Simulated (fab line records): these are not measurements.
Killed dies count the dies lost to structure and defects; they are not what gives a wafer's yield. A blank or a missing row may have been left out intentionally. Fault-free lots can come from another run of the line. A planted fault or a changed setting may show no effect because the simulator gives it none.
fab line records || flow n5Finfet
record {"lots": 12, "wafers": 34, "lastDay": 17}
route steps=1938 shown BEOL_M5@1178
lots that met no fault: taken from a fault-free run of the same line
startH: hours from the record's opening day to when the first of the lot's shown wafers began || waitH: hours elapsed since this lot's preceding step || " identical to the entry in the row above || L1.1+2: a single row standing in for several wafers || - no value, or no start was given || * or withheld: withheld || < > ~ a bound
route shown NAME@n: names a module that has steps shown in the file, with the first one's number in the route || usual: the fault-free wafers' mean and standard deviation || same: alike in all rows || chamber/n: place in a boat || sites: readings site by site || _std_site: the standard deviation of these || _edge_site: the outer-site mean with the inner-site mean subtracted || radiusMm: for every site, how far away it sits from the centre of the wafer || mask NAME#n: copy n || behind: the tool/chamber that last shaped the wafer || hold: cause of the lot's hold/its duration in hours/its outcome || device: which transistor (n, p or np) failed to switch || end of line: the route-end tests of the same wafers || for a step that has no rows: nothing shown but its recipe || killed: at the first sort, the dies lost to defects and structure; wafer yield is something else || map: shows each die of a wafer: x if killed, . if not, _ if none is there
set.NAME: the setting the step ran with; set.NAME@STEP: the setting that earlier step ran with || model.NAME: the simulator's own value behind a step, which no gauge read
a sample of lots followed through the steps of the route, with each step as a table and each wafer as a row
services: when a tool's chamber went out of use (startH, in hours from the record's first day, below 0 if earlier), for how many hours, and the reason
## steps
# step N5_BEOL_M5_ANNEAL_82
# recipe {"tempC": 400, "timeS": 1800, "ambient": "vacuum"}
# usual {"heaterPowerW": "868/77", "susceptorTempC": "400.00/0.22"}
{"lot.wafer": "L164.2", "tool": "pvdSputter-03", "chamber": "-", "startH": 182.12, "waitH": 0.0, "heaterPowerW": 960, "susceptorTempC": 399.48}
{"lot.wafer": "L164.4", "tool": "pvdSputter-03", "chamber": "-", "startH": 182.12, "waitH": 0.0, "heaterPowerW": 809, "susceptorTempC": 399.90}
{"lot.wafer": "L164.5", "tool": "pvdSputter-03", "chamber": "-", "startH": 182.12, "waitH": 0.0, "heaterPowerW": 771, "susceptorTempC": 400.07}
{"lot.wafer": "L167.2", "tool": "pvdSputter-03", "chamber": "-", "startH": 194.48, "waitH": 0.0, "heaterPowerW": 782, "susceptorTempC": 399.86}
{"lot.wafer": "L167.3", "tool": "pvdSputter-03", "chamber": "-", "startH": 194.48, "waitH": 0.0, "heaterPowerW": 938, "susceptorTempC": 399.86}
{"lot.wafer": "L167.6", "tool": "pvdSputter-03", "chamber": "-", "startH": 194.48, "waitH": 0.0, "heaterPowerW": 765, "susceptorTempC": 399.95}
{"lot.wafer": "L169.1", "tool": "pvdSputter-01", "chamber": "-", "startH": 202.08, "waitH": 0.0, "heaterPowerW": 857, "susceptorTempC": 400.17}
{"lot.wafer": "L169.4", "tool": "pvdSputter-01", "chamber": "-", "startH": 202.08, "waitH": 0.0, "heaterPowerW": 831, "susceptorTempC": 399.99}
{"lot.wafer": "L169.6", "tool": "pvdSputter-01", "chamber": "-", "startH": 202.08, "waitH": 0.0, "heaterPowerW": 964, "susceptorTempC": 399.93}
{"lot.wafer": "L172.1", "tool": "pvdSputter-01", "chamber": "-", "startH": 220.85, "waitH": 0.0, "heaterPowerW": "-", "susceptorTempC": "-"}
{"lot.wafer": "L172.2", "tool": "pvdSputter-01", "chamber": "-", "startH": 220.85, "waitH": 0.0, "heaterPowerW": "-", "susceptorTempC": "-"}
{"lot.wafer": "L172.4", "tool": "pvdSputter-01", "chamber": "-", "startH": 220.85, "waitH": 0.0, "heaterPowerW": "-", "susceptorTempC": "-"}
{"lot.wafer": "L173.1", "tool": "pvdSputter-01", "chamber": "-", "startH": 225.58, "waitH": 0.0, "heaterPowerW": "-", "susceptorTempC": "-"}
{"lot.wafer": "L173.3", "tool": "pvdSputter-01", "chamber": "-", "startH": 225.58, "waitH": 0.0, "heaterPowerW": "-", "susceptorTempC": "-"}
{"lot.wafer": "L173.6", "tool": "pvdSputter-01", "chamber": "-", "startH": 225.58, "waitH": 0.0, "heaterPowerW": "-", "susceptorTempC": "-"}
{"lot.wafer": "L174.1", "tool": "pvdSputter-01", "chamber": "-", "startH": 235.67, "waitH": 0.0, "heaterPowerW": "-", "susceptorTempC": "-"}
{"lot.wafer": "L174.5", "tool": "pvdSputter-01", "chamber": "-", "startH": 235.67, "waitH": 0.0, "heaterPowerW": "-", "susceptorTempC": "-"}
{"lot.wafer": "L174.6", "tool": "pvdSputter-01", "chamber": "-", "startH": 235.67, "waitH": 0.0, "heaterPowerW": "-", "susceptorTempC": "-"}
{"lot.wafer": "L179.1", "tool": "pvdSputter-03", "chamber": "-", "startH": 263.21, "waitH": 0.0, "heaterPowerW": 917, "susceptorTempC": 399.94}
{"lot.wafer": "L179.3", "tool": "pvdSputter-03", "chamber": "-", "startH": 263.21, "waitH": 0.0, "heaterPowerW": 829, "susceptorTempC": 399.94}
{"lot.wafer": "L179.5", "tool": "pvdSputter-03", "chamber": "-", "startH": 263.21, "waitH": 0.0, "heaterPowerW": 914, "susceptorTempC": 399.66}
{"lot.wafer": "L181.1", "tool": "pvdSputter-01", "chamber": "-", "startH": 273.75, "waitH": 0.0, "heaterPowerW": 701, "susceptorTempC": 399.71}
{"lot.wafer": "L181.3", "tool": "pvdSputter-01", "chamber": "-", "startH": 273.75, "waitH": 0.0, "heaterPowerW": 824, "susceptorTempC": 400.16}
{"lot.wafer": "L181.5", "tool": "pvdSputter-01", "chamber": "-", "startH": 273.75, "waitH": 0.0, "heaterPowerW": 857, "susceptorTempC": 400.26}
{"lot.wafer": "L183.3", "tool": "pvdSputter-01", "chamber": "-", "startH": 284.82, "waitH": 0.0, "heaterPowerW": 942, "susceptorTempC": 400.07}
{"lot.wafer": "L183.4", "tool": "pvdSputter-01", "chamber": "-", "startH": 284.82, "waitH": 0.0, "heaterPowerW": 817, "susceptorTempC": 399.68}
{"lot.wafer": "L184.1", "tool": "pvdSputter-02", "chamber": "-", "startH": 301.28, "waitH": 0.0, "heaterPowerW": 925, "susceptorTempC": 399.96}
{"lot.wafer": "L184.5", "tool": "pvdSputter-02", "chamber": "-", "startH": 301.28, "waitH": 0.0, "heaterPowerW": 851, "susceptorTempC": 399.68}
{"lot.wafer": "L184.6", "tool": "pvdSputter-02", "chamber": "-", "startH": 301.28, "waitH": 0.0, "heaterPowerW": 939, "susceptorTempC": 400.03}
{"lot.wafer": "L186.1", "tool": "pvdSputter-01", "chamber": "-", "startH": 302.47, "waitH": 0.0, "heaterPowerW": 837, "susceptorTempC": 399.84}
{"lot.wafer": "L186.5", "tool": "pvdSputter-01", "chamber": "-", "startH": 302.47, "waitH": 0.0, "heaterPowerW": 926, "susceptorTempC": 399.46}
{"lot.wafer": "L185.2", "tool": "pvdSputter-03", "chamber": "-", "startH": 303.66, "waitH": 0.0, "heaterPowerW": 840, "susceptorTempC": 399.98}
{"lot.wafer": "L185.3", "tool": "pvdSputter-03", "chamber": "-", "startH": 303.66, "waitH": 0.0, "heaterPowerW": 942, "susceptorTempC": 400.21}
{"lot.wafer": "L185.5", "tool": "pvdSputter-03", "chamber": "-", "startH": 303.66, "waitH": 0.0, "heaterPowerW": 896, "susceptorTempC": 400.13}
# step N5_BEOL_M5_SPUTTER_83
# recipe {"material": "Cu", "targetThkA": 150, "tempC": -20, "chamberPressurePa": 0.07, "powerW": "withheld", "timeS": 27.62}
# usual {"throttleValvePct": "30.1/1.4"}
{"lot.wafer": "L164.2", "tool": "pvdSputter-03", "chamber": "-", "startH": 183.13, "waitH": 0.5, "throttleValvePct": 29.9}
{"lot.wafer": "L164.4", "tool": "pvdSputter-03", "chamber": "-", "startH": 183.13, "waitH": 0.5, "throttleValvePct": 31.5}
{"lot.wafer": "L164.5", "tool": "pvdSputter-03", "chamber": "-", "startH": 183.13, "waitH": 0.5, "throttleValvePct": 29.0}
{"lot.wafer": "L167.2", "tool": "pvdSputter-03", "chamber": "-", "startH": 195.49, "waitH": 0.5, "throttleValvePct": 28.8}
{"lot.wafer": "L167.3", "tool": "pvdSputter-03", "chamber": "-", "startH": 195.49, "waitH": 0.5, "throttleValvePct": 31.8}
{"lot.wafer": "L167.6", "tool": "pvdSputter-03", "chamber": "-", "startH": 195.49, "waitH": 0.5, "throttleValvePct": 28.8}
{"lot.wafer": "L169.1", "tool": "pvdSputter-01", "chamber": "-", "startH": 203.08, "waitH": 0.5, "throttleValvePct": 29.9}
{"lot.wafer": "L169.4", "tool": "pvdSputter-01", "chamber": "-", "startH": 203.08, "waitH": 0.5, "throttleValvePct": 30.9}
{"lot.wafer": "L169.6", "tool": "pvdSputter-01", "chamber": "-", "startH": 203.08, "waitH": 0.5, "throttleValvePct": 28.3}
{"lot.wafer": "L172.1", "tool": "pvdSputter-01", "chamber": "-", "startH": 221.86, "waitH": 0.5, "throttleValvePct": 28.3}
{"lot.wafer": "L172.2", "tool": "pvdSputter-01", "chamber": "-", "startH": 221.86, "waitH": 0.5, "throttleValvePct": 29.8}
{"lot.wafer": "L172.4", "tool": "pvdSputter-01", "chamber": "-", "startH": 221.86, "waitH": 0.5, "throttleValvePct": 28.4}
{"lot.wafer": "L173.1", "tool": "pvdSputter-01", "chamber": "-", "startH": 226.59, "waitH": 0.5, "throttleValvePct": 29.7}
{"lot.wafer": "L173.3", "tool": "pvdSputter-01", "chamber": "-", "startH": 226.59, "waitH": 0.5, "throttleValvePct": 30.8}
{"lot.wafer": "L173.6", "tool": "pvdSputter-01", "chamber": "-", "startH": 226.59, "waitH": 0.5, "throttleValvePct": 30.3}
{"lot.wafer": "L174.1", "tool": "pvdSputter-01", "chamber": "-", "startH": 236.68, "waitH": 0.5, "throttleValvePct": 28.7}
{"lot.wafer": "L174.5", "tool": "pvdSputter-01", "chamber": "-", "startH": 236.68, "waitH": 0.5, "throttleValvePct": 29.9}
{"lot.wafer": "L174.6", "tool": "pvdSputter-01", "chamber": "-", "startH": 236.68, "waitH": 0.5, "throttleValvePct": 28.7}
{"lot.wafer": "L179.1", "tool": "pvdSputter-03", "chamber": "-", "startH": 264.21, "waitH": 0.5, "throttleValvePct": 31.9}
{"lot.wafer": "L179.3", "tool": "pvdSputter-03", "chamber": "-", "startH": 264.21, "waitH": 0.5, "throttleValvePct": 31.5}
{"lot.wafer": "L179.5", "tool": "pvdSputter-03", "chamber": "-", "startH": 264.21, "waitH": 0.5, "throttleValvePct": 31.8}
{"lot.wafer": "L181.1", "tool": "pvdSputter-01", "chamber": "-", "startH": 274.76, "waitH": 0.5, "throttleValvePct": 28.1}
{"lot.wafer": "L181.3", "tool": "pvdSputter-01", "chamber": "-", "startH": 274.76, "waitH": 0.5, "throttleValvePct": 30.9}
{"lot.wafer": "L181.5", "tool": "pvdSputter-01", "chamber": "-", "startH": 274.76, "waitH": 0.5, "throttleValvePct": 29.9}
{"lot.wafer": "L183.3", "tool": "pvdSputter-01", "chamber": "-", "startH": 285.82, "waitH": 0.5, "throttleValvePct": 28.5}
{"lot.wafer": "L183.4", "tool": "pvdSputter-01", "chamber": "-", "startH": 285.82, "waitH": 0.5, "throttleValvePct": 30.0}
{"lot.wafer": "L184.1", "tool": "pvdSputter-02", "chamber": "-", "startH": 302.29, "waitH": 0.5, "throttleValvePct": 31.4}
{"lot.wafer": "L184.5", "tool": "pvdSputter-02", "chamber": "-", "startH": 302.29, "waitH": 0.5, "throttleValvePct": 32.2}
{"lot.wafer": "L184.6", "tool": "pvdSputter-02", "chamber": "-", "startH": 302.29, "waitH": 0.5, "throttleValvePct": 31.6}
{"lot.wafer": "L186.1", "tool": "pvdSputter-01", "chamber": "-", "startH": 303.48, "waitH": 0.5, "throttleValvePct": 30.2}
{"lot.wafer": "L186.5", "tool": "pvdSputter-01", "chamber": "-", "startH": 303.48, "waitH": 0.5, "throttleValvePct": 28.3}
{"lot.wafer": "L185.2", "tool": "pvdSputter-03", "chamber": "-", "startH": 304.66, "waitH": 0.5, "throttleValvePct": 31.5}
{"lot.wafer": "L185.3", "tool": "pvdSputter-03", "chamber": "-", "startH": 304.66, "waitH": 0.5, "throttleValvePct": 30.0}
{"lot.wafer": "L185.5", "tool": "pvdSputter-03", "chamber": "-", "startH": 304.66, "waitH": 0.5, "throttleValvePct": 31.8}
# step N5_BEOL_M5_SPUTTER_88
# recipe {"material": "Cu", "targetThkA": 150, "tempC": -20, "chamberPressurePa": 0.07, "powerW": "withheld", "timeS": 27.62}
# usual {"throttleValvePct": "30.1/1.4"}
{"lot.wafer": "L164.2", "tool": "pvdSputter-03", "chamber": "-", "startH": 184.21, "waitH": 0.5, "throttleValvePct": 29.7}
{"lot.wafer": "L164.4", "tool": "pvdSputter-03", "chamber": "-", "startH": 184.21, "waitH": 0.5, "throttleValvePct": 31.5}
{"lot.wafer": "L164.5", "tool": "pvdSputter-03", "chamber": "-", "startH": 184.21, "waitH": 0.5, "throttleValvePct": 29.0}
{"lot.wafer": "L167.2", "tool": "pvdSputter-03", "chamber": "-", "startH": 196.57, "waitH": 0.5, "throttleValvePct": 28.7}
{"lot.wafer": "L167.3", "tool": "pvdSputter-03", "chamber": "-", "startH": 196.57, "waitH": 0.5, "throttleValvePct": 32.2}
{"lot.wafer": "L167.6", "tool": "pvdSputter-03", "chamber": "-", "startH": 196.57, "waitH": 0.5, "throttleValvePct": 28.7}
{"lot.wafer": "L169.1", "tool": "pvdSputter-01", "chamber": "-", "startH": 204.17, "waitH": 0.5, "throttleValvePct": 29.9}
{"lot.wafer": "L169.4", "tool": "pvdSputter-01", "chamber": "-", "startH": 204.17, "waitH": 0.5, "throttleValvePct": 30.9}
{"lot.wafer": "L169.6", "tool": "pvdSputter-01", "chamber": "-", "startH": 204.17, "waitH": 0.5, "throttleValvePct": 28.4}
{"lot.wafer": "L172.1", "tool": "pvdSputter-01", "chamber": "-", "startH": 222.95, "waitH": 0.5, "throttleValvePct": 28.2}
{"lot.wafer": "L172.2", "tool": "pvdSputter-01", "chamber": "-", "startH": 222.95, "waitH": 0.5, "throttleValvePct": 30.1}
{"lot.wafer": "L172.4", "tool": "pvdSputter-01", "chamber": "-", "startH": 222.95, "waitH": 0.5, "throttleValvePct": 28.5}
{"lot.wafer": "L173.1", "tool": "pvdSputter-01", "chamber": "-", "startH": 227.67, "waitH": 0.5, "throttleValvePct": 29.6}
{"lot.wafer": "L173.3", "tool": "pvdSputter-01", "chamber": "-", "startH": 227.67, "waitH": 0.5, "throttleValvePct": 31.0}
{"lot.wafer": "L173.6", "tool": "pvdSputter-01", "chamber": "-", "startH": 227.67, "waitH": 0.5, "throttleValvePct": 29.7}
{"lot.wafer": "L174.1", "tool": "pvdSputter-01", "chamber": "-", "startH": 237.76, "waitH": 0.5, "throttleValvePct": 28.6}
{"lot.wafer": "L174.5", "tool": "pvdSputter-01", "chamber": "-", "startH": 237.76, "waitH": 0.5, "throttleValvePct": 30.0}
{"lot.wafer": "L174.6", "tool": "pvdSputter-01", "chamber": "-", "startH": 237.76, "waitH": 0.5, "throttleValvePct": 28.5}
{"lot.wafer": "L179.1", "tool": "pvdSputter-03", "chamber": "-", "startH": 265.30, "waitH": 0.5, "throttleValvePct": 31.9}
{"lot.wafer": "L179.3", "tool": "pvdSputter-03", "chamber": "-", "startH": 265.30, "waitH": 0.5, "throttleValvePct": 31.5}
{"lot.wafer": "L179.5", "tool": "pvdSputter-03", "chamber": "-", "startH": 265.30, "waitH": 0.5, "throttleValvePct": 32.0}
{"lot.wafer": "L181.1", "tool": "pvdSputter-01", "chamber": "-", "startH": 275.84, "waitH": 0.5, "throttleValvePct": 28.4}
{"lot.wafer": "L181.3", "tool": "pvdSputter-01", "chamber": "-", "startH": 275.84, "waitH": 0.5, "throttleValvePct": 30.8}
{"lot.wafer": "L181.5", "tool": "pvdSputter-01", "chamber": "-", "startH": 275.84, "waitH": 0.5, "throttleValvePct": 29.8}
{"lot.wafer": "L183.3", "tool": "pvdSputter-01", "chamber": "-", "startH": 286.91, "waitH": 0.5, "throttleValvePct": 28.0}
{"lot.wafer": "L183.4", "tool": "pvdSputter-01", "chamber": "-", "startH": 286.91, "waitH": 0.5, "throttleValvePct": 30.0}
{"lot.wafer": "L184.1", "tool": "pvdSputter-02", "chamber": "-", "startH": 303.37, "waitH": 0.5, "throttleValvePct": 31.7}
{"lot.wafer": "L184.5", "tool": "pvdSputter-02", "chamber": "-", "startH": 303.37, "waitH": 0.5, "throttleValvePct": 31.9}
{"lot.wafer": "L184.6", "tool": "pvdSputter-02", "chamber": "-", "startH": 303.37, "waitH": 0.5, "throttleValvePct": 31.5}
{"lot.wafer": "L186.1", "tool": "pvdSputter-01", "chamber": "-", "startH": 304.57, "waitH": 0.5, "throttleValvePct": 30.2}
{"lot.wafer": "L186.5", "tool": "pvdSputter-01", "chamber": "-", "startH": 304.57, "waitH": 0.5, "throttleValvePct": 28.7}
{"lot.wafer": "L185.2", "tool": "pvdSputter-03", "chamber": "-", "startH": 305.75, "waitH": 0.5, "throttleValvePct": 31.4}
{"lot.wafer": "L185.3", "tool": "pvdSputter-03", "chamber": "-", "startH": 305.75, "waitH": 0.5, "throttleValvePct": 29.9}
{"lot.wafer": "L185.5", "tool": "pvdSputter-03", "chamber": "-", "startH": 305.75, "waitH": 0.5, "throttleValvePct": 31.8}
# step N5_BEOL_M5_CMP_52
# recipe {"stopOn": "SiCOH_lowk", "tOverpolishS": 6.9, "downForcePsi": 1, "platenRpm": 50, "clearingPlatenDownForcePsi": 1.5, "clearingPlatenRpm": 50, "postCmpClean": "cuAlkaline", "targetThkNm": 62, "clearingPlatenPadVelocityMS": 0.99484, "padVelocityMS": 0.99484}
# usual {"barrierFieldEndpointS": "24.8/0.63", "motorCurrentA": "6.0/0.54", "overpolishRunS": "6.900/0.0087", "padLifeWafers": "785/540", "timeToEndpointS": "63/3.5"}
{"lot.wafer": "L164.4", "tool": "cmp-02", "chamber": 1, "startH": 185.80, "waitH": 0.1, "barrierFieldEndpointS": 24.9, "motorCurrentA": 6.5, "overpolishRunS": 6.892, "padLifeWafers": 36, "timeToEndpointS": 66}
{"lot.wafer": "L164.2", "tool": "cmp-02", "chamber": 3, "startH": 185.80, "waitH": 0.1, "barrierFieldEndpointS": 24.7, "motorCurrentA": 6.4, "overpolishRunS": 6.902, "padLifeWafers": 38, "timeToEndpointS": 62}
{"lot.wafer": "L164.5", "tool": "cmp-02", "chamber": 1, "startH": 185.80, "waitH": 0.1, "barrierFieldEndpointS": 24.6, "motorCurrentA": 6.5, "overpolishRunS": 6.881, "padLifeWafers": "-", "timeToEndpointS": 60}
{"lot.wafer": "L167.2", "tool": "cmp-02", "chamber": 1, "startH": 198.16, "waitH": 0.2, "barrierFieldEndpointS": 24.5, "motorCurrentA": 7.0, "overpolishRunS": 6.894, "padLifeWafers": 144, "timeToEndpointS": 68}
{"lot.wafer": "L167.3", "tool": "cmp-02", "chamber": 3, "startH": 198.16, "waitH": 0.2, "barrierFieldEndpointS": 24.5, "motorCurrentA": 6.0, "overpolishRunS": 6.896, "padLifeWafers": 146, "timeToEndpointS": 61}
{"lot.wafer": "L167.6", "tool": "cmp-02", "chamber": 1, "startH": 198.16, "waitH": 0.2, "barrierFieldEndpointS": 25.0, "motorCurrentA": 6.8, "overpolishRunS": 6.904, "padLifeWafers": "-", "timeToEndpointS": 65}
{"lot.wafer": "L169.4", "tool": "cmp-04", "chamber": 2, "startH": 205.76, "waitH": 0.1, "barrierFieldEndpointS": 23.8, "motorCurrentA": 5.2, "overpolishRunS": 6.888, "padLifeWafers": 1212, "timeToEndpointS": 62}
{"lot.wafer": "L169.1", "tool": "cmp-04", "chamber": 3, "startH": 205.76, "waitH": 0.1, "barrierFieldEndpointS": 24.3, "motorCurrentA": 6.5, "overpolishRunS": 6.884, "padLifeWafers": 1213, "timeToEndpointS": 66}
{"lot.wafer": "L169.6", "tool": "cmp-04", "chamber": 3, "startH": 205.76, "waitH": 0.1, "barrierFieldEndpointS": 25.4, "motorCurrentA": 6.1, "overpolishRunS": 6.899, "padLifeWafers": "-", "timeToEndpointS": 67}
{"lot.wafer": "L172.1", "tool": "cmp-03", "chamber": 2, "startH": 224.59, "waitH": 0.3, "barrierFieldEndpointS": 24.4, "motorCurrentA": 6.4, "overpolishRunS": 6.912, "padLifeWafers": 337, "timeToEndpointS": 60}
{"lot.wafer": "L172.4", "tool": "cmp-03", "chamber": 3, "startH": 224.59, "waitH": 0.3, "barrierFieldEndpointS": 25.0, "motorCurrentA": 7.0, "overpolishRunS": 6.896, "padLifeWafers": 338, "timeToEndpointS": 61}
{"lot.wafer": "L172.2", "tool": "cmp-03", "chamber": 0, "startH": 224.59, "waitH": 0.3, "barrierFieldEndpointS": 24.7, "motorCurrentA": 5.3, "overpolishRunS": 6.907, "padLifeWafers": 339, "timeToEndpointS": 65}
{"lot.wafer": "L173.1", "tool": "cmp-04", "chamber": 0, "startH": 229.39, "waitH": 0.4, "barrierFieldEndpointS": 25.8, "motorCurrentA": 5.1, "overpolishRunS": 6.904, "padLifeWafers": 1387, "timeToEndpointS": 67}
{"lot.wafer": "L173.3", "tool": "cmp-04", "chamber": 2, "startH": 229.39, "waitH": 0.4, "barrierFieldEndpointS": 25.2, "motorCurrentA": 5.1, "overpolishRunS": 6.896, "padLifeWafers": 1389, "timeToEndpointS": 66}
{"lot.wafer": "L173.6", "tool": "cmp-04", "chamber": 3, "startH": 229.39, "waitH": 0.4, "barrierFieldEndpointS": 25.9, "motorCurrentA": 6.4, "overpolishRunS": 6.893, "padLifeWafers": "-", "timeToEndpointS": 67}
{"lot.wafer": "L174.1", "tool": "cmp-03", "chamber": 1, "startH": 239.43, "waitH": 0.3, "barrierFieldEndpointS": 24.8, "motorCurrentA": 6.5, "overpolishRunS": 6.898, "padLifeWafers": 452, "timeToEndpointS": 66}
{"lot.wafer": "L174.6", "tool": "cmp-03", "chamber": 3, "startH": 239.43, "waitH": 0.3, "barrierFieldEndpointS": 24.3, "motorCurrentA": 6.8, "overpolishRunS": 6.893, "padLifeWafers": "-", "timeToEndpointS": 61}
{"lot.wafer": "L174.5", "tool": "cmp-03", "chamber": 0, "startH": 239.43, "waitH": 0.3, "barrierFieldEndpointS": 25.1, "motorCurrentA": 5.6, "overpolishRunS": 6.900, "padLifeWafers": "-", "timeToEndpointS": 65}
{"lot.wafer": "L179.1", "tool": "cmp-03", "chamber": 3, "startH": 266.93, "waitH": 0.3, "barrierFieldEndpointS": 24.7, "motorCurrentA": 6.9, "overpolishRunS": 6.908, "padLifeWafers": 697, "timeToEndpointS": 59}
{"lot.wafer": "L179.3", "tool": "cmp-03", "chamber": 0, "startH": 266.93, "waitH": 0.3, "barrierFieldEndpointS": 24.9, "motorCurrentA": 5.6, "overpolishRunS": 6.886, "padLifeWafers": 698, "timeToEndpointS": 64}
{"lot.wafer": "L179.5", "tool": "cmp-03", "chamber": 2, "startH": 266.93, "waitH": 0.3, "barrierFieldEndpointS": 24.7, "motorCurrentA": 6.1, "overpolishRunS": 6.887, "padLifeWafers": "-", "timeToEndpointS": 61}
{"lot.wafer": "L181.1", "tool": "cmp-04", "chamber": 1, "startH": 277.47, "waitH": 0.3, "barrierFieldEndpointS": 26.3, "motorCurrentA": 5.8, "overpolishRunS": 6.914, "padLifeWafers": 1753, "timeToEndpointS": 73}
{"lot.wafer": "L181.3", "tool": "cmp-04", "chamber": 3, "startH": 277.47, "waitH": 0.3, "barrierFieldEndpointS": 25.2, "motorCurrentA": 5.9, "overpolishRunS": 6.881, "padLifeWafers": 1755, "timeToEndpointS": 69}
{"lot.wafer": "L181.5", "tool": "cmp-04", "chamber": 1, "startH": 277.47, "waitH": 0.3, "barrierFieldEndpointS": 25.9, "motorCurrentA": 5.9, "overpolishRunS": 6.900, "padLifeWafers": "-", "timeToEndpointS": 71}
{"lot.wafer": "L183.4", "tool": "cmp-02", "chamber": 0, "startH": 288.50, "waitH": 0.1, "barrierFieldEndpointS": 25.5, "motorCurrentA": 5.7, "overpolishRunS": 6.905, "padLifeWafers": 888, "timeToEndpointS": 60}
{"lot.wafer": "L183.3", "tool": "cmp-02", "chamber": 1, "startH": 288.50, "waitH": 0.1, "barrierFieldEndpointS": 25.0, "motorCurrentA": 6.7, "overpolishRunS": 6.891, "padLifeWafers": 889, "timeToEndpointS": 64}
{"lot.wafer": "L184.1", "tool": "cmp-02", "chamber": 0, "startH": 305.03, "waitH": 0.3, "barrierFieldEndpointS": 24.3, "motorCurrentA": 5.5, "overpolishRunS": 6.894, "padLifeWafers": 1070, "timeToEndpointS": 62}
{"lot.wafer": "L184.5", "tool": "cmp-02", "chamber": 2, "startH": 305.03, "waitH": 0.3, "barrierFieldEndpointS": 24.0, "motorCurrentA": 5.4, "overpolishRunS": 6.888, "padLifeWafers": "-", "timeToEndpointS": 55}
{"lot.wafer": "L184.6", "tool": "cmp-02", "chamber": 3, "startH": 305.03, "waitH": 0.3, "barrierFieldEndpointS": 24.5, "motorCurrentA": 5.9, "overpolishRunS": 6.904, "padLifeWafers": "-", "timeToEndpointS": 60}
{"lot.wafer": "L186.1", "tool": "cmp-03", "chamber": 1, "startH": 306.19, "waitH": 0.3, "barrierFieldEndpointS": 24.1, "motorCurrentA": 6.3, "overpolishRunS": 6.894, "padLifeWafers": 1027, "timeToEndpointS": 57}
{"lot.wafer": "L186.5", "tool": "cmp-03", "chamber": 1, "startH": 306.19, "waitH": 0.3, "barrierFieldEndpointS": 24.8, "motorCurrentA": 6.6, "overpolishRunS": 6.894, "padLifeWafers": "-", "timeToEndpointS": 60}
{"lot.wafer": "L185.2", "tool": "cmp-02", "chamber": 2, "startH": 307.40, "waitH": 0.2, "barrierFieldEndpointS": 23.4, "motorCurrentA": 5.4, "overpolishRunS": 6.912, "padLifeWafers": 1080, "timeToEndpointS": 57}
{"lot.wafer": "L185.3", "tool": "cmp-02", "chamber": 1, "startH": 307.40, "waitH": 0.2, "barrierFieldEndpointS": 24.7, "motorCurrentA": 6.8, "overpolishRunS": 6.907, "padLifeWafers": 1083, "timeToEndpointS": 65}
{"lot.wafer": "L185.5", "tool": "cmp-02", "chamber": 3, "startH": 307.40, "waitH": 0.2, "barrierFieldEndpointS": 24.4, "motorCurrentA": 6.0, "overpolishRunS": 6.897, "padLifeWafers": "-", "timeToEndpointS": 63}
## services
{"tool": "cmp-04", "chamber": "-", "startH": 158.74, "hours": 3.8, "kind": "repair"}
{"tool": "cmp-02", "chamber": "-", "startH": 178.01, "hours": 4.0, "kind": "pm"}
{"tool": "cmp-02", "chamber": "-", "startH": 182.01, "hours": "-", "kind": "consumableReplace:conditioner"}
{"tool": "cmp-02", "chamber": "-", "startH": 182.01, "hours": "-", "kind": "consumableReplace:pad"}
{"tool": "cmp-03", "chamber": "-", "startH": 184.14, "hours": 4.0, "kind": "pm"}
{"tool": "cmp-03", "chamber": "-", "startH": 188.14, "hours": "-", "kind": "consumableReplace:conditioner"}
{"tool": "cmp-03", "chamber": "-", "startH": 188.14, "hours": "-", "kind": "consumableReplace:pad"}
{"tool": "cmp-02", "chamber": "-", "startH": 210.96, "hours": 1.2, "kind": "repair"}
{"tool": "cmp-04", "chamber": "-", "startH": 219.35, "hours": 4.8, "kind": "pm"}
{"tool": "cmp-04", "chamber": "-", "startH": 230.39, "hours": 0.8, "kind": "repair"}
{"tool": "cmp-04", "chamber": "-", "startH": 244.50, "hours": 5.0, "kind": "repair"}
{"tool": "cmp-02", "chamber": "-", "startH": 256.81, "hours": 4.4, "kind": "pm"}
{"tool": "cmp-03", "chamber": "-", "startH": 269.63, "hours": 1.2, "kind": "repair"}
## key
firstSign {"step": "N5_BEOL_M5_ANNEAL_82", "reading": "toolRecord", "direction": "missing"}
effect none on later readings
metAt N5_BEOL_M5_ANNEAL_82
struckLots L172,L173,L174
notActingAt N5_BEOL_M5_SPUTTER_83,N5_BEOL_M5_SPUTTER_88,N5_BEOL_M5_CMP_52
onsetBetween 202.08 220.85
fault {"kind": "skippedStepWhole", "tool": "pvdSputter-01", "chamber": "-", "onsetH": 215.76, "steps": "N5_BEOL_M5_ANNEAL_82", "scope": "struckLotsOnly"}
